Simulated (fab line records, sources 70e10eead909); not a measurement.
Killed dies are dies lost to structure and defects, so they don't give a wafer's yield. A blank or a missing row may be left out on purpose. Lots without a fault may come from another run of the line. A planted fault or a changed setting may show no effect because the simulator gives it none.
fab line records | flow nand_harc | part 1 of 2: steps 1 to 19 of 32
record lots=5 wafers=15 last_day=33
route steps=1302 shown P_GATE@141
lots that met no fault: from a run of the same line without faults
start_h: hours from the record's first day to the start of the lot's first wafer shown | wait_h: hours since the lot's step before | " the same as in the row above | L1.1+2: a row that stands for several wafers | - no value, or no start given | * or withheld: withheld | < > ~ a bound
route shown NAME@n: a module of which the file shows steps, and the number in the route of the first | usual: mean/standard deviation of fault-free wafers | same: alike in all rows | chamber/n: place in a boat | sites: the reading at each site | _std_site: their standard deviation | _edge_site: outer sites' mean less inner sites' | radius_mm: how far each site lies from the wafer's centre | mask NAME#n: copy n | behind: the tool/chamber that last shaped the wafer | hold: why the lot was held/for how many hours/how that ended | device: the transistor (n, p or np) that didn't switch | end of line: the same wafers' tests at the end of the route | a step without rows: its recipe alone | killed: dies lost to structure and defects at the first sort, not the wafer's yield | map: a wafer's dies, x killed, . not, _ none there
set.NAME: the setting as run; set.NAME@STEP: as run at that earlier step | model.NAME: the simulator's own value behind a step, which no gauge read
lots at some steps of the route; a table a step, a row a wafer
services: from which hour (start_h, from the record's first day; less than 0 if before it) a tool's chamber was out of use, for how many hours, and why
## steps
# step NHARC_P_GATE_CD_MEAS_26
# recipe target_cd_nm=120 landing_energy_ev=500
# usual cd_nm=119.8/0.56
# columns lot.wafer tool chamber start_h wait_h cd_nm
L086.1 cd_sem-02 0 215.93 - 120.1
L086.2 " 0 " " 119.8
L086.3 " 0 " " 119.2
L090.2 cd_sem-03 0 260.82 - 120.8
L090.3 " 0 " " 119.9
L090.5 " 0 " " 120.4
L093.1 cd_sem-02 0 286.32 - 120.9
L093.2 " 0 " " 120.6
L093.6 " 0 " " 120.4
L096.1 cd_sem-01 0 320.12 - 119.8
L096.3 " 0 " " 120.4
L096.4 " 0 " " 120.2
L097.1 cd_sem-02 0 326.48 - 120.5
L097.2 " 0 " " 119.0
L097.5 " 0 " " 119.5
# step NHARC_P_GATE_OVL_MEAS_27
# usual overlay_x_nm=-0.4/0.59 overlay_y_nm=0.3/0.88
# columns lot.wafer tool chamber start_h wait_h overlay_x_nm overlay_y_nm
L086.1 overlay-01 - 216.02 - 0.6 0.7
L086.2 " - " " 0.5 0.7
L086.3 " - " " -0.1 0.9
L090.2 overlay-02 - 260.90 - -0.8 -0.5
L090.3 " - " " -1.4 0.1
L090.5 " - " " -0.7 -0.4
L093.1 overlay-02 - 286.41 - 0.5 1.5
L093.2 " - " " 0.6 0.8
L093.6 " - " " -0.2 1.2
L096.1 overlay-02 - 320.21 - -0.5 0.3
L096.3 " - " " -0.4 -0.2
L096.4 " - " " 0.0 0.0
L097.1 overlay-01 - 326.57 - -0.4 -1.1
L097.2 " - " " -0.6 -1.0
L097.5 " - " " -0.7 -1.2
# step NHARC_P_GATE_INSPECT_28
# usual raw_defect_count=5.5/2.5
# columns lot.wafer tool chamber start_h wait_h raw_defect_count
L086.1 defect_inspect-02 - 216.05 0.0 7
L086.2 " - " " 9
L086.3 " - " " 4
L090.2 defect_inspect-02 - 260.94 0.0 5
L090.3 " - " " 2
L090.5 " - " " 5
L093.1 defect_inspect-01 - 286.45 0.0 3
L093.2 " - " " 5
L093.6 " - " " 10
L096.1 defect_inspect-02 - 320.25 0.0 6
L096.3 " - " " 5
L096.4 " - " " 2
L097.1 defect_inspect-02 - 326.61 0.0 3
L097.2 " - " " 9
L097.5 " - " " 2
# step NHARC_P_GATE_DESCUM_31
# recipe time_s=3 o2_flow_sccm=200 ar_flow_sccm=0 bias_power_w=0 chemistry=O2
# usual drypump_motor_current_A=5.8/0.67 mfc_ar_sccm=0.006/0.0088 oes_product_au=0.998/0.0096 rf_vpp_V=57.6/0.9 showerhead_plenum_p_Torr=1.88/0.07 throttle_valve_pct=11.310/0.0089
# same bias_power_w=0
# columns lot.wafer tool chamber start_h wait_h drypump_motor_current_A mfc_ar_sccm oes_product_au rf_hours_counter_h rf_vpp_V showerhead_plenum_p_Torr throttle_valve_pct
L086.3 rie_diel-09 1 216.11 0.1 5.5 0.002 1.004 3.2 58.1 1.91 11.304
L086.1 " 2 " " 6.3 0.021 0.994 3.3 56.3 1.95 11.293
L086.2 " 0 " " 5.0 0 0.989 2.5 57.8 1.79 11.304
L090.2 rie_diel-12 2 261.00 0.1 6.7 0.011 0.996 10.5 58.6 1.86 11.314
L090.3 " 0 " " 6.6 0.003 1.009 10.4 58.7 1.98 11.301
L090.5 " 3 " " 5.9 0 1.013 - 56.7 1.79 11.293
L093.2 rie_diel-04 2 286.53 0.1 5.8 0.011 0.995 5.7 58.7 1.97 11.328
L093.1 " 0 " " 5.6 0 1.014 6.2 57.5 1.92 11.322
L093.6 " 2 " " 5.8 0.011 1.000 - 59.1 1.98 11.314
L096.1 rie_diel-12 1 320.31 0.1 4.7 0 1.001 2.2 56.3 1.78 11.324
L096.4 " 3 " " 5.9 0 0.973 3.0 56.8 1.79 11.307
L096.3 " 0 " " 6.6 0.003 1.004 2.3 57.6 1.98 11.311
L097.1 rie_diel-12 2 326.68 0.1 6.8 0.011 0.993 2.8 58.0 1.86 11.313
L097.2 " 3 " " 5.9 0 0.986 3.2 56.4 1.79 11.297
L097.5 " 0 " " 6.6 0.003 1.007 - 57.2 1.98 11.300
# step NHARC_P_GATE_ETCH_104
# recipe target_depth_a=600 time_s=withheld cf4_flow_sccm=100 chf3_flow_sccm=30 ar_flow_sccm=0 rf_w=500 bias_w=200 chemistry=CF4/CHF3
# usual drypump_motor_current_A=5.8/0.65 mfc_ar_sccm=0.006/0.0085 oes_product_au=0.940/0.023 rf_vpp_V=369.7/2.1 showerhead_plenum_p_Torr=1.55/0.056 throttle_valve_pct=16.802/0.0083
# columns lot.wafer tool chamber start_h wait_h drypump_motor_current_A mfc_ar_sccm oes_product_au rf_vpp_V showerhead_plenum_p_Torr throttle_valve_pct
L086.1 rie_diel-09 0 216.20 0.1 5.0 0 0.964 366.3 1.48 16.803
L086.2 " 1 " " 5.4 0.002 0.954 370.6 1.57 16.803
L086.3 " 2 " " 6.3 0.021 0.956 373.5 1.60 16.796
L090.3 rie_diel-12 0 261.09 0.1 6.6 0.003 0.941 372.5 1.62 16.788
L090.2 " 2 " " 6.7 0.011 0.925 370.2 1.53 16.811
L090.5 " 0 " " 6.6 0.003 0.936 373.3 1.62 16.795
L093.1 rie_diel-04 3 286.62 0.1 6.6 0 0.901 369.6 1.55 16.793
L093.2 " 0 " " 5.6 0 0.943 370.9 1.58 16.808
L093.6 " 2 " " 5.8 0.011 0.921 370.8 1.62 16.816
L096.4 rie_diel-12 1 320.39 0.1 4.7 0 0.962 367.4 1.47 16.803
L096.3 " 2 " " 6.7 0.011 0.956 369.0 1.53 16.793
L096.1 " 3 " " 5.9 0 0.967 365.7 1.48 16.800
L097.1 rie_diel-12 3 326.75 0.1 5.9 0 0.912 367.4 1.48 16.809
L097.2 " 0 " " 6.5 0.003 0.919 372.9 1.62 16.796
L097.5 " 3 " " 5.9 0 0.908 366.1 1.48 16.805
# step NHARC_P_GATE_HM_OPEN_105
# recipe target_depth_a=3600 o2_flow_sccm=400 cos_flow_sccm=20 ar_flow_sccm=0 rf_w=500 bias_w=300 chemistry=O2/COS
# usual drypump_motor_current_A=5.8/0.66 mfc_ar_sccm=0.006/0.0083 oes_product_au=0.998/0.0099 rf_vpp_V=466.1/2.5 showerhead_plenum_p_Torr=3.07/0.11 throttle_valve_pct=28.331/0.0093
# columns lot.wafer tool chamber start_h wait_h drypump_motor_current_A mfc_ar_sccm oes_product_au rf_hours_counter_h rf_vpp_V showerhead_plenum_p_Torr throttle_valve_pct
L086.1 rie_diel-09 3 - - 5.2 0.026 0.996 2.7 466.9 3.07 28.313
L086.3 " 0 " " 4.9 0 0.989 2.5 462.7 2.94 28.323
L086.2 " 2 " " 6.4 0.021 1.000 3.4 467.9 3.18 28.347
L090.3 rie_diel-12 0 - - 6.6 0.003 1.002 10.4 469.7 3.22 28.340
L090.2 " 3 " " 5.9 0 1.015 9.8 461.8 2.93 28.319
L090.5 " 1 " " 4.7 0 1.004 - 462.6 2.92 28.333
L093.1 rie_diel-04 3 - - 6.6 0 0.989 7.1 466.9 3.07 28.329
L093.2 " 1 " " 5.7 0 0.983 5.8 463.9 2.94 28.327
L093.6 " 2 " " 5.8 0.011 0.995 - 469.4 3.22 28.323
L096.1 rie_diel-12 0 - - 6.6 0.003 1.012 2.3 468.5 3.22 28.329
L096.4 " 1 " " 4.7 0 1.010 2.2 463.8 2.92 28.338
L096.3 " 3 " " 5.9 0 0.996 3.0 463.0 2.93 28.323
L097.1 rie_diel-12 3 - - 5.9 0 0.989 3.2 463.6 2.93 28.328
L097.2 " 1 " " 4.7 0 0.986 2.5 464.2 2.92 28.330
L097.5 " 2 " " 6.7 0.011 0.987 - 466.0 3.04 28.332
# step NHARC_P_GATE_STRIP_106
# recipe o2_flow_sccm=400 cos_flow_sccm=20 ar_flow_sccm=0 bias_w=0 chemistry=O2/COS
# columns lot.wafer tool chamber start_h wait_h
L086.2+3+1 rie_diel-09 2,3,0 - -
L090.2+3+5 rie_diel-12 2,1,3 - -
L093.1+2+6 rie_diel-04 1,2,2 - -
L096.1+3+4 rie_diel-12 3,0,1 - -
L097.1+2+5 rie_diel-12 1,0,1 - -
# step NHARC_P_GATE_ETCH_114
# recipe target_depth_a=300 overetch_a=30 time_s=16.5 ion_energy_ev=100 cf4_flow_sccm=80 o2_flow_sccm=20 ar_flow_sccm=0 rf_w=300 bias_w=100 chemistry=CF4/O2
# usual drypump_motor_current_A=5.8/0.64 mfc_ar_sccm=0.006/0.0087 oes_product_au=0.999/0.011 rf_vpp_V=197.3/1.2 showerhead_plenum_p_Torr=1.31/0.048 throttle_valve_pct=13.399/0.0085
# columns lot.wafer tool chamber start_h wait_h drypump_motor_current_A mfc_ar_sccm oes_product_au rf_hours_counter_h rf_vpp_V showerhead_plenum_p_Torr throttle_valve_pct
L086.2 rie_diel-09 1 - - 5.4 0.002 0.980 3.2 197.0 1.33 13.405
L086.1 " 2 " " 6.4 0.021 0.987 3.4 197.3 1.36 13.393
L086.3 " 3 " " 5.2 0.026 0.993 2.7 196.9 1.31 13.379
L090.2 rie_diel-12 0 - - 6.6 0.003 1.009 10.5 197.8 1.38 13.399
L090.3 " 2 " " 6.7 0.011 0.999 10.5 196.8 1.30 13.401
L090.5 " 3 " " 5.9 0 1.004 - 196.6 1.25 13.412
L093.1 rie_diel-04 3 - - 6.6 0 0.987 7.1 197.3 1.31 13.393
L093.2 " 0 " " 5.6 0 1.009 6.2 198.0 1.34 13.411
L093.6 " 2 " " 5.8 0.011 0.995 - 197.7 1.38 13.395
L096.4 rie_diel-12 0 - - 6.6 0.003 1.001 2.4 198.9 1.38 13.408
L096.1 " 1 " " 4.7 0 0.988 2.3 195.4 1.25 13.380
L096.3 " 3 " " 5.9 0 0.979 3.0 196.8 1.25 13.391
L097.2 rie_diel-12 2 - - 6.7 0.011 0.988 2.9 197.5 1.30 13.397
L097.1 " 0 " " 6.5 0.003 0.996 2.6 198.3 1.38 13.399
L097.5 " 3 " " 5.9 0 0.971 - 196.4 1.25 13.405
# step NHARC_P_GATE_ETCH_32
# recipe target_depth_a=1500 over_etch_frac=1 over_etch_ion_energy_ev=40 time_s=100.1 hbr_flow_sccm=150 cl2_flow_sccm=50 rf_w=400 icp_w=400 bias_w=100 chemistry=HBr/Cl2
# usual drypump_motor_current_A=5.6/0.38 hbr_flow_sccm=150.1/0.43 oes_product_au=0.998/0.01 throttle_valve_pct=26.407/0.01
# columns lot.wafer tool chamber start_h wait_h drypump_motor_current_A hbr_flow_sccm oes_product_au rf_hours_counter_h throttle_valve_pct
L086.3 rie_si-04 2 216.58 - 6.5 150.3 1.014 0.30 26.405
L086.1 " 0 " " 5.6 150.4 0.995 0.27 26.404
L086.2 " 1 " " 5.2 150.0 1.000 0.25 26.412
L090.2 rie_si-06 1 261.46 - 5.8 150.3 1.000 0.04 26.408
L090.3 " 2 " " 5.4 150.3 0.994 0.02 26.406
L090.5 " 1 " " 5.8 149.3 1.000 - 26.406
L093.1 rie_si-04 1 286.99 - 5.2 149.7 0.993 0.74 26.409
L093.2 " 2 " " 6.6 149.8 1.008 0.79 26.407
L093.6 " 2 " " 6.6 150.3 1.012 - 26.413
L096.4 rie_si-06 2 320.77 - 5.4 150.7 0.992 0.43 26.399
L096.1 " 3 " " 5.3 150.5 0.996 0.47 26.397
L096.3 " 1 " " 5.8 150.1 0.987 0.45 26.395
L097.2 rie_si-01 2 327.14 - 5.4 150.5 0.991 0.74 26.390
L097.1 " 3 " " 5.7 150.0 0.985 0.67 26.400
L097.5 " 1 " " 6.1 150.0 0.998 - 26.400
# step NHARC_P_GATE_STRIP_108
# recipe o2_flow_sccm=500 ar_flow_sccm=0 bias_w=0 chemistry=O2
# usual drypump_motor_current_A=5.8/0.63 mfc_ar_sccm=0.007/0.009 oes_product_au=0.998/0.01 rf_vpp_V=57.6/0.83 showerhead_plenum_p_Torr=3.47/0.12 throttle_valve_pct=17.036/0.0096
# columns lot.wafer tool chamber start_h wait_h drypump_motor_current_A mfc_ar_sccm oes_product_au rf_hours_counter_h rf_vpp_V showerhead_plenum_p_Torr throttle_valve_pct
L086.1 rie_diel-09 3 216.73 - 5.2 0.026 0.985 2.7 57.9 3.46 17.026
L086.2 " 0 " " 4.9 0 0.999 2.6 59.0 3.32 17.026
L086.3 " 1 " " 5.4 0.002 0.993 3.2 58.5 3.53 17.033
L090.3 rie_diel-12 3 261.62 - 5.9 0 1.000 9.8 55.8 3.32 17.047
L090.2 " 1 " " 4.7 0 1.006 8.7 56.3 3.31 17.025
L090.5 " 0 " " 6.6 0.003 1.014 - 57.6 3.64 17.036
L093.2 rie_diel-04 1 287.17 - 5.7 0 0.990 5.9 58.4 3.32 17.022
L093.1 " 3 " " 6.6 0 0.990 7.1 58.5 3.47 17.032
L093.6 " 1 " " 5.7 0 0.993 - 57.3 3.32 17.044
L096.4 rie_diel-12 3 320.92 - 5.9 0 0.977 3.0 56.4 3.31 17.042
L096.1 " 1 " " 4.7 0 0.991 2.3 57.2 3.31 17.031
L096.3 " 2 " " 6.7 0.011 0.988 2.7 57.2 3.44 17.020
L097.2 rie_diel-12 0 327.30 - 6.6 0.003 0.998 2.6 56.8 3.64 17.028
L097.1 " 2 " " 6.7 0.011 0.986 2.9 56.6 3.44 17.042
L097.5 " 3 " " 5.9 0 0.988 - 57.2 3.31 17.037
# step NHARC_P_GATE_CD_MEAS_33
# usual cd_nm=121.3/2.6
# columns lot.wafer tool chamber start_h wait_h cd_nm
L086.1 cd_sem-01 - 216.91 - 115.2
L086.2 " - " " 122.8
L086.3 " - " " 119.6
L090.2 cd_sem-02 - 261.80 - 121.1
L090.3 " - " " 121.9
L090.5 " - " " 122.9
L093.1 cd_sem-01 - 287.33 - 127.4
L093.2 " - " " 116.1
L093.6 " - " " 120.8
L096.1 cd_sem-01 - 321.10 - 117.1
L096.3 " - " " 120.0
L096.4 " - " " 120.2
L097.1 cd_sem-01 - 327.46 - 120.0
L097.2 " - " " 123.1
L097.5 " - " " 119.1
# step NHARC_P_GATE_STRIP_35
# recipe time_s=600 temp_c=130 chemistry=SPM
# columns lot.wafer tool chamber start_h wait_h
L086.3+1+2 wet_bench-02 2,4,5 217.01 0.1
L090.5+2+3 wet_bench-02 1,4,6 261.88 0.1
L093.6+1+2 wet_bench-01 1,2,5 287.42 0.1
L096.1+4+3 wet_bench-01 6,7,0 321.20 0.1
L097.5+1+2 wet_bench-09 3,6,7 327.55 0.1
# step NHARC_P_GATE_PRECLEAN_73
# recipe time_s=* temp_c=50 bath_age_min=0 chemistry=SC1
# same bath_age_min=0
# columns lot.wafer tool chamber start_h wait_h
L086.3+1+2 wet_bench-02 2,4,5 - -
L090.5+2+3 wet_bench-02 1,4,6 - -
L093.6+1+2 wet_bench-01 1,2,5 - -
L096.1+4+3 wet_bench-01 6,7,0 - -
L097.5+1+2 wet_bench-09 3,6,7 - -
# step NHARC_P_GATE_SRD_74
# columns lot.wafer tool chamber start_h wait_h
L086.3+1+2 wet_bench-02 2,4,5 - -
L090.5+2+3 wet_bench-02 1,4,6 - -
L093.6+1+2 wet_bench-01 1,2,5 - -
L096.1+4+3 wet_bench-01 6,7,0 - -
L097.5+1+2 wet_bench-09 3,6,7 - -
# step NHARC_P_GATE_ALD_36
# recipe target_thk_a=200 pulse_time_s=60 ald_cycles=223 temp_c=400 material=SiNx
# usual heater_power_w=822/56 precursor_pulse_height_rel=1.002/0.022
# same pulse_time_s=60
# columns lot.wafer tool chamber start_h wait_h heater_power_w precursor_pulse_height_rel
L086.3 ald_sin-03 1 217.37 - 818 0.985
L086.2 " 2 218.43 - 857 0.993
L086.1 " 3 219.49 - 824 1.050
L090.3 ald_sin-01 2 263.31 - 769 0.997
L090.2 " 0 265.42 - 813 0.999
L090.5 " 1 266.47 - 842 1.002
L093.1 ald_sin-01 2 287.78 - 769 1.019
L093.2 " 3 289.18 - 848 1.016
L093.6 " 1 294.75 - 809 1.008
L096.4 ald_sin-01 2 321.55 - 797 1.013
L096.1 " 0 323.67 - 803 1.035
L096.3 " 1 324.73 - 810 0.976
L097.2 ald_sin-03 1 330.04 - 810 0.984
L097.1 " 2 331.10 - 860 0.991
L097.5 " 3 332.16 - 821 0.975
# step NHARC_P_GATE_ETCHBACK_37
# recipe target_depth_a=345 time_s=17.2 chf3_flow_sccm=50 o2_flow_sccm=10 ar_flow_sccm=200 rf_w=500 bias_w=200 chemistry=CHF3/O2
# usual drypump_motor_current_A=5.9/0.64 mfc_ar_sccm=200.0/0.62 oes_product_au=0.95/0.036 rf_vpp_V=369.8/2 showerhead_plenum_p_Torr=2.36/0.086 throttle_valve_pct=20.572/0.009
# columns lot.wafer tool chamber start_h wait_h drypump_motor_current_A mfc_ar_sccm oes_product_au rf_hours_counter_h rf_vpp_V showerhead_plenum_p_Torr throttle_valve_pct
L086.1 rie_diel-12 1 - - 4.7 199.5 0.93 8 367.9 2.25 20.562
L086.2 " 2 " " 6.7 199.3 0.92 10 369.6 2.34 20.583
L086.3 " 0 " " 6.6 200.9 0.93 9 371.8 2.48 20.547
L090.3 rie_diel-04 2 - - 5.8 200.2 1.00 5 372.4 2.48 20.581
L090.2 " 3 " " 6.7 200.8 0.98 6 368.6 2.36 20.581
L090.5 " 3 " " 6.6 200.3 0.99 - 370.4 2.36 20.564
L093.1 rie_diel-09 3 - - 5.2 200.7 0.92 8 368.6 2.36 20.555
L093.2 " 1 " " 5.4 200.8 0.92 7 371.0 2.40 20.584
L093.6 " 2 " " 6.3 201.6 0.91 - 371.2 2.45 20.576
L096.4 rie_diel-12 1 - - 4.7 200.4 0.93 2 367.0 2.25 20.570
L096.3 " 2 " " 6.7 199.3 0.91 3 369.5 2.34 20.577
L096.1 " 3 " " 5.9 199.8 0.92 3 367.6 2.25 20.575
L097.1 rie_diel-04 2 - - 5.8 199.3 0.92 9 373.0 2.47 20.577
L097.2 " 3 " " 6.6 199.8 0.91 10 370.9 2.36 20.563
L097.5 " 1 " " 5.7 199.8 0.91 - 365.6 2.26 20.579
# step NHARC_P_GATE_STRIP_101
# recipe time_s=20 o2_flow_sccm=500 ar_flow_sccm=0 bias_w=0 chemistry=O2
# usual drypump_motor_current_A=5.9/0.64 mfc_ar_sccm=0.005/0.0078 oes_product_au=0.997/0.01 rf_vpp_V=57.5/0.77 showerhead_plenum_p_Torr=3.46/0.12 throttle_valve_pct=17.037/0.0091
# columns lot.wafer tool chamber start_h wait_h drypump_motor_current_A mfc_ar_sccm oes_product_au rf_hours_counter_h rf_vpp_V showerhead_plenum_p_Torr throttle_valve_pct
L086.1 rie_diel-12 0 227.00 0.1 6.6 0.003 1.001 9 58.6 3.64 17.034
L086.3 " 1 " " 4.7 0 0.999 8 57.6 3.31 17.044
L086.2 " 2 " " 6.7 0.011 0.992 10 57.5 3.44 17.044
L090.3 rie_diel-04 1 271.85 0.1 5.8 0 0.992 5 56.8 3.32 17.029
L090.2 " 3 " " 6.7 0 0.995 6 57.7 3.48 17.038
L090.5 " 1 " " 5.7 0 0.996 - 57.4 3.32 17.033
L093.1 rie_diel-09 1 299.41 0.1 5.4 0.002 0.987 7 56.9 3.52 17.027
L093.2 " 0 " " 4.9 0 0.993 8 57.2 3.32 17.040
L093.6 " 1 " " 5.5 0.002 0.994 - 55.7 3.52 17.040
L096.1 rie_diel-12 2 331.17 0.1 6.7 0.011 0.980 3 57.4 3.44 17.041
L096.3 " 3 " " 5.9 0 0.989 3 57.3 3.31 17.044
L096.4 " 0 " " 6.6 0.003 0.999 3 57.6 3.63 17.037
L097.1 rie_diel-04 0 337.54 0.1 5.6 0 1.019 10 56.7 3.55 17.046
L097.2 " 1 " " 5.7 0 0.977 10 57.3 3.32 17.044
L097.5 " 0 " " 5.6 0 1.009 - 57.1 3.55 17.036
# step NHARC_P_GATE_PRECLEAN_97
# recipe time_s=600 temp_c=120 chemistry=SPM
# columns lot.wafer tool chamber start_h wait_h
L086.3+2+1 wet_bench-09 7,0,4 227.09 -
L090.3+5+2 wet_bench-09 2,3,6 271.95 -
L093.2+1+6 wet_bench-02 3,4,0 299.51 -
L096.1+4+3 wet_bench-01 2,4,7 331.27 -
L097.1+2+5 wet_bench-02 2,4,6 337.65 -
# step NHARC_P_GATE_SRD_98
# columns lot.wafer tool chamber start_h wait_h
L086.3+2+1 wet_bench-09 7,0,4 - -
L090.3+5+2 wet_bench-09 2,3,6 - -
L093.2+1+6 wet_bench-02 3,4,0 - -
L096.1+4+3 wet_bench-01 2,4,7 - -
L097.1+2+5 wet_bench-02 2,4,6 - -
